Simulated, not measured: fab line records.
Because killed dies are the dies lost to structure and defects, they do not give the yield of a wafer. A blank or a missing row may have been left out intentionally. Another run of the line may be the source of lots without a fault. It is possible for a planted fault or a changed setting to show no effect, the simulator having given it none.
Split-lot trial :: flow n5_finfet :: 7 lots, 21 wafers read, on a route of 1938 steps

ABOUT THE SPLIT
At N5_BEOL_M11_COAT_22 (resist thk 90 nm), the setting spin_rpm was moved away from the recipe's 1500 rpm on 5 of the 21 wafers read, by +3.7% to +7.7%. All remaining wafers had this setting at the recipe value.

The split's own step is where the reading is taken.

THE READING
CAR-ArF_of_BEOL_M11_COAT_22.thk_nm (the simulator's own value, which no gauge read), in nm, at N5_BEOL_M11_COAT_22 (resist thk 90 nm). There is no usual value for it anywhere in the file. The 16 wafers here that ran the recipe average 90.0 nm, standard deviation 0.25 nm.

wafer: L074.2
tool, chamber at the split: litho_track-05, 0
spin_rpm as run, rpm: 1500
against the recipe: recipe
CAR-ArF_of_BEOL_M11_COAT_22.thk_nm, nm: 90.2
against lot-mates on the recipe: -

wafer: L074.3
tool, chamber at the split: litho_track-05, 0
spin_rpm as run, rpm: 1500
against the recipe: recipe
CAR-ArF_of_BEOL_M11_COAT_22.thk_nm, nm: 90.4
against lot-mates on the recipe: -

wafer: L074.4
tool, chamber at the split: litho_track-05, 0
spin_rpm as run, rpm: 1500
against the recipe: recipe
CAR-ArF_of_BEOL_M11_COAT_22.thk_nm, nm: 90
against lot-mates on the recipe: -

wafer: L075.2
tool, chamber at the split: litho_track-01, 0
spin_rpm as run, rpm: 1500
against the recipe: recipe
CAR-ArF_of_BEOL_M11_COAT_22.thk_nm, nm: 90.4
against lot-mates on the recipe: -

wafer: L075.3
tool, chamber at the split: litho_track-01, 0
spin_rpm as run, rpm: 1500
against the recipe: recipe
CAR-ArF_of_BEOL_M11_COAT_22.thk_nm, nm: 90.2
against lot-mates on the recipe: -

wafer: L075.6
tool, chamber at the split: litho_track-01, 0
spin_rpm as run, rpm: 1500
against the recipe: recipe
CAR-ArF_of_BEOL_M11_COAT_22.thk_nm, nm: 90
against lot-mates on the recipe: -

wafer: L077.1
tool, chamber at the split: litho_track-05, 0
spin_rpm as run, rpm: 1500
against the recipe: recipe
CAR-ArF_of_BEOL_M11_COAT_22.thk_nm, nm: 89.8
against lot-mates on the recipe: -

wafer: L077.5
tool, chamber at the split: litho_track-05, 0
spin_rpm as run, rpm: 1598
against the recipe: +6.5%
CAR-ArF_of_BEOL_M11_COAT_22.thk_nm, nm: 87
against lot-mates on the recipe: -2.9

wafer: L077.6
tool, chamber at the split: litho_track-05, 0
spin_rpm as run, rpm: 1500
against the recipe: recipe
CAR-ArF_of_BEOL_M11_COAT_22.thk_nm, nm: 90
against lot-mates on the recipe: -

wafer: L078.1
tool, chamber at the split: litho_track-01, 0
spin_rpm as run, rpm: 1500
against the recipe: recipe
CAR-ArF_of_BEOL_M11_COAT_22.thk_nm, nm: 90
against lot-mates on the recipe: -

wafer: L078.3
tool, chamber at the split: litho_track-01, 0
spin_rpm as run, rpm: 1500
against the recipe: recipe
CAR-ArF_of_BEOL_M11_COAT_22.thk_nm, nm: 90
against lot-mates on the recipe: -

wafer: L078.6
tool, chamber at the split: litho_track-01, 0
spin_rpm as run, rpm: 1500
against the recipe: recipe
CAR-ArF_of_BEOL_M11_COAT_22.thk_nm, nm: 89.8
against lot-mates on the recipe: -

wafer: L088.2
tool, chamber at the split: litho_track-05, 0
spin_rpm as run, rpm: 1500
against the recipe: recipe
CAR-ArF_of_BEOL_M11_COAT_22.thk_nm, nm: 90.2
against lot-mates on the recipe: -

wafer: L088.4
tool, chamber at the split: litho_track-05, 0
spin_rpm as run, rpm: 1500
against the recipe: recipe
CAR-ArF_of_BEOL_M11_COAT_22.thk_nm, nm: 90
against lot-mates on the recipe: -

wafer: L088.5
tool, chamber at the split: litho_track-05, 0
spin_rpm as run, rpm: 1500
against the recipe: recipe
CAR-ArF_of_BEOL_M11_COAT_22.thk_nm, nm: 89.6
against lot-mates on the recipe: -

wafer: L095.1
tool, chamber at the split: litho_track-01, 0
spin_rpm as run, rpm: 1556
against the recipe: +3.7%
CAR-ArF_of_BEOL_M11_COAT_22.thk_nm, nm: 87.6
against lot-mates on the recipe: -2.0

wafer: L095.3
tool, chamber at the split: litho_track-01, 0
spin_rpm as run, rpm: 1500
against the recipe: recipe
CAR-ArF_of_BEOL_M11_COAT_22.thk_nm, nm: 89.6
against lot-mates on the recipe: -

wafer: L095.5
tool, chamber at the split: litho_track-01, 0
spin_rpm as run, rpm: 1556
against the recipe: +3.7%
CAR-ArF_of_BEOL_M11_COAT_22.thk_nm, nm: 88.4
against lot-mates on the recipe: -1.2

wafer: L096.1
tool, chamber at the split: litho_track-01, 0
spin_rpm as run, rpm: 1616
against the recipe: +7.7%
CAR-ArF_of_BEOL_M11_COAT_22.thk_nm, nm: 86.4
against lot-mates on the recipe: -3.2

wafer: L096.3
tool, chamber at the split: litho_track-01, 0
spin_rpm as run, rpm: 1616
against the recipe: +7.7%
CAR-ArF_of_BEOL_M11_COAT_22.thk_nm, nm: 86.2
against lot-mates on the recipe: -3.4

wafer: L096.5
tool, chamber at the split: litho_track-01, 0
spin_rpm as run, rpm: 1500
against the recipe: recipe
CAR-ArF_of_BEOL_M11_COAT_22.thk_nm, nm: 89.6
against lot-mates on the recipe: -

FIT RESULTS
A straight line over all 21 wafers: CAR-ArF_of_BEOL_M11_COAT_22.thk_nm changes by -0.479 nm for each +1% of spin_rpm; r = -0.98; the points scatter about the line by 0.27 nm.
The same after taking each lot's own level away (the mean of its wafers on the recipe; 21 wafers): -0.431 nm for each +1%; r = -0.99; scatter 0.2 nm.
That fit puts the effect of the largest move of spin_rpm on the reading at 3.3 nm.
From 89.60 to 90.20 nm: that is the span of the lots' own levels, equal to 2.4 times the standard deviation above.
Thus the slope moves with the lot-to-lot level: the two fits are different.
Check: for one of the wafers moved furthest among these (+7.7%), held out of the fit, the line's prediction against its lot-mates is -3.39 nm. It came out at -3.2 nm against them.

FURTHER SPLITS ON THESE WAFERS
These wafers also went through other splits before the reading. Each is held against what the fit with the lots' levels taken away leaves over:
other split on the same wafers: N5_BEOL_M4_EXPOSE_25 dose_mj
wafers away from the commonest value: 9
r with CAR-ArF_of_BEOL_M11_COAT_22.thk_nm (lot level and that fit taken away): -0.06

other split on the same wafers: N5_BEOL_M4_ALD_98 ald_cycles
wafers away from the commonest value: 7
r with CAR-ArF_of_BEOL_M11_COAT_22.thk_nm (lot level and that fit taken away): +0.02

other split on the same wafers: N5_BEOL_M5_ETCH_72 bias_w
wafers away from the commonest value: 8
r with CAR-ArF_of_BEOL_M11_COAT_22.thk_nm (lot level and that fit taken away): +0.17

other split on the same wafers: N5_BEOL_M5_COAT_22 spin_rpm
wafers away from the commonest value: 4
r with CAR-ArF_of_BEOL_M11_COAT_22.thk_nm (lot level and that fit taken away): -0.23

other split on the same wafers: N5_BEOL_M5_TRENCH_ETCH_37 bias_w
wafers away from the commonest value: 9
r with CAR-ArF_of_BEOL_M11_COAT_22.thk_nm (lot level and that fit taken away): +0.10

other split on the same wafers: N5_BEOL_M5_ETCH_41 source_w
wafers away from the commonest value: 7
r with CAR-ArF_of_BEOL_M11_COAT_22.thk_nm (lot level and that fit taken away): -0.18

other split on the same wafers: N5_BEOL_M7_ETCH_41 source_w
wafers away from the commonest value: 5
r with CAR-ArF_of_BEOL_M11_COAT_22.thk_nm (lot level and that fit taken away): -0.12

other split on the same wafers: N5_BEOL_M8_ETCH_65 source_w
wafers away from the commonest value: 8
r with CAR-ArF_of_BEOL_M11_COAT_22.thk_nm (lot level and that fit taken away): -0.08

other split on the same wafers: N5_BEOL_M9_ETCH_65 bias_w
wafers away from the commonest value: 4
r with CAR-ArF_of_BEOL_M11_COAT_22.thk_nm (lot level and that fit taken away): -0.01

other split on the same wafers: N5_BEOL_M9_ETCH_66 time_s
wafers away from the commonest value: 9
r with CAR-ArF_of_BEOL_M11_COAT_22.thk_nm (lot level and that fit taken away): +0.03

other split on the same wafers: N5_BEOL_M10_EXPOSE_25 dose_mj
wafers away from the commonest value: 6
r with CAR-ArF_of_BEOL_M11_COAT_22.thk_nm (lot level and that fit taken away): +0.05

other split on the same wafers: N5_BEOL_M10_PEB_26 peb_time_s
wafers away from the commonest value: 5
r with CAR-ArF_of_BEOL_M11_COAT_22.thk_nm (lot level and that fit taken away): +0.29

FILE'S OWN FIT
CAR-ArF_of_BEOL_M11_COAT_22.thk_nm changes by -0.433 nm for each +1% of spin_rpm, r = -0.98.
